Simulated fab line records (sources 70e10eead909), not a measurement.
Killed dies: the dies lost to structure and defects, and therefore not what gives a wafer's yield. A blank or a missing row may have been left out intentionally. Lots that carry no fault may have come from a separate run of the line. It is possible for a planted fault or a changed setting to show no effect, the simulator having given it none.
Matching of chambers / flow nand harc / pecvd-01 running NHARC_A_CHANNEL_HOLE_D2_DEP_01: 3 sister chambers
The step deposits SiON, target thk 140 nm. 18 wafers are shown with their chamber, then 9 later ones without.

== WAFERS, EACH WITH ITS CHAMBER ==
wafer=L303.1; chamber=2; heater power w (W)=960
wafer=L303.3; chamber=0; heater power w (W)=697
wafer=L303.6; chamber=1; heater power w (W)=834
wafer=L309.1; chamber=1; heater power w (W)=844
wafer=L309.2; chamber=2; heater power w (W)=975
wafer=L309.5; chamber=0; heater power w (W)=683
wafer=L310.1; chamber=1; heater power w (W)=900
wafer=L310.2; chamber=0; heater power w (W)=710
wafer=L310.5; chamber=2; heater power w (W)=931
wafer=L312.2; chamber=1; heater power w (W)=959
wafer=L312.3; chamber=0; heater power w (W)=682
wafer=L312.6; chamber=0; heater power w (W)=666
wafer=L315.2; chamber=0; heater power w (W)=741
wafer=L315.4; chamber=0; heater power w (W)=728
wafer=L315.5; chamber=2; heater power w (W)=995
wafer=L316.2; chamber=0; heater power w (W)=713
wafer=L316.3; chamber=1; heater power w (W)=845
wafer=L316.4; chamber=1; heater power w (W)=859

SIGNATURES (means of the wafers above)
reading=heater power w; chamber 0=702.50; chamber 1=873.50; chamber 2=965.25; scatter within a chamber=34.7
Rule: for each reading, subtract the chamber's mean from the wafer's reading, divide by that reading's scatter and square the result; add these up over the readings and take the root, which gives the wafer's distance from the chamber. The wafer belongs to the nearest chamber; if the next one is less than 2 further off, it can't be placed. The scatter is the square root of a quotient: the sum, over the shown wafers, of each reading's squared deviation from its chamber's mean, divided by wafers minus chambers.

== WAFERS WHOSE CHAMBER IS MISSING ==
wafer=L322.1; heater power w (W)=843
wafer=L322.5; heater power w (W)=699
wafer=L322.6; heater power w (W)=836
wafer=L325.1; heater power w (W)=941
wafer=L325.5; heater power w (W)=680
wafer=L325.6; heater power w (W)=841
wafer=L326.1; heater power w (W)=706
wafer=L326.2; heater power w (W)=981
wafer=L326.6; heater power w (W)=949

== CHAMBER TAKEN BY EACH ==
wafer=L322.1; from the rows above=1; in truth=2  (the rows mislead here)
wafer=L322.5; from the rows above=0; in truth=0
wafer=L322.6; from the rows above=1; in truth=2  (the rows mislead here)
wafer=L325.1; from the rows above=can't be placed: 2 or 1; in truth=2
wafer=L325.5; from the rows above=0; in truth=0
wafer=L325.6; from the rows above=1; in truth=1
wafer=L326.1; from the rows above=0; in truth=0
wafer=L326.2; from the rows above=2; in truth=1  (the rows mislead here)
wafer=L326.6; from the rows above=can't be placed: 2 or 1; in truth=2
Correct placement for 4 of the 9. These rows do not allow placing 2 (true chamber among the candidates in 2). Wrongly placed: 3.
